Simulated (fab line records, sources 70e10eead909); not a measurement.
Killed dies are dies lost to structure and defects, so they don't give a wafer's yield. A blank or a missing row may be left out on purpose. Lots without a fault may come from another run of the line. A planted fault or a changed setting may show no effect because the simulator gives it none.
A struck lot beside a sound one | flow nand_harc | 13 steps out of a route of 1159
Sound: wafers L136.2, L136.5, L136.6. Struck: wafers L134.3, L134.5, L134.6. The cause comes at the end.
At each step with rows: each side's tool, then ch and its chambers, then its first start. Under that, the readings that differ: sound wafers | struck wafers | difference of the means | sigmas: that difference in standard deviations of wafers without a fault.
alike: readings whose means differ by less than 2 such deviations, and words and numbers that are the same on both sides. not compared: withheld readings, readings that some wafer has no value for, bounds like >300 that may hide the same value, and numbers for which the record gives no deviation and whose values overlap.
The two part at a step that has a row with sigmas, a row that says differs or no value, or rows on one side only. Numbers that don't overlap but have no deviation are shown without sigmas and don't part them. A reading that every wafer of one side lacks parts them only if that side has two wafers or more.

first, 1 step without rows for these wafers: NHARC_THIN_TSV_SRD_23.
NHARC_THIN_TSV_DEGAS_53: time 60 s.
  sound on pvd_sputter-03, day 21 12:29; struck on pvd_sputter-01, day 21 11:26
  alike: heater_power_w, susceptor_temp_C
NHARC_THIN_TSV_PRE_CLEAN_54: time 30 s.
  sound on pvd_sputter-03, day 21 12:34; struck on pvd_sputter-01, day 21 11:31
  reading              | sound | struck               | difference                   | sigmas
  susceptor_temp_C (C) | - - - | 280.15 279.90 279.79 | no value on the sound wafers |
  alike: heater_power_w
then, 8 steps without rows for these wafers: NHARC_THIN_TSV_PVD_55 (deposits TiN, target thk 50 nm); NHARC_THIN_TSV_PVD_24 (deposits Al, target thk 800 nm); NHARC_THIN_TSV_DEHYDRATE_25 (time 120 s); NHARC_THIN_TSV_HMDS_26 (time 30 s); NHARC_THIN_TSV_COAT_27; NHARC_THIN_TSV_SOFTBAKE_28 (time 95 s); NHARC_THIN_TSV_EBR_29; NHARC_THIN_TSV_EXPOSE_30 (exposes mask PAD).
NHARC_THIN_TSV_PEB_31: peb time 85 s.
  sound on litho_track-02 ch 0, day 21 13:32; struck on litho_track-02, day 21 12:28
  no value came back on the struck wafers for chill_plate_temp_C (C), exhaust_pa (Pa), heater_power_total_W (W); on the sound wafers chill_plate_temp_C (C) reads 23.02 23.16 23.19
then, 1 step without rows for these wafers: NHARC_THIN_TSV_DEVELOP_32 (time 70 s).

WHERE THEY PART
First at NHARC_THIN_TSV_PRE_CLEAN_54; last, within this record, at NHARC_THIN_TSV_PEB_31.

WHY: what the simulator had put in
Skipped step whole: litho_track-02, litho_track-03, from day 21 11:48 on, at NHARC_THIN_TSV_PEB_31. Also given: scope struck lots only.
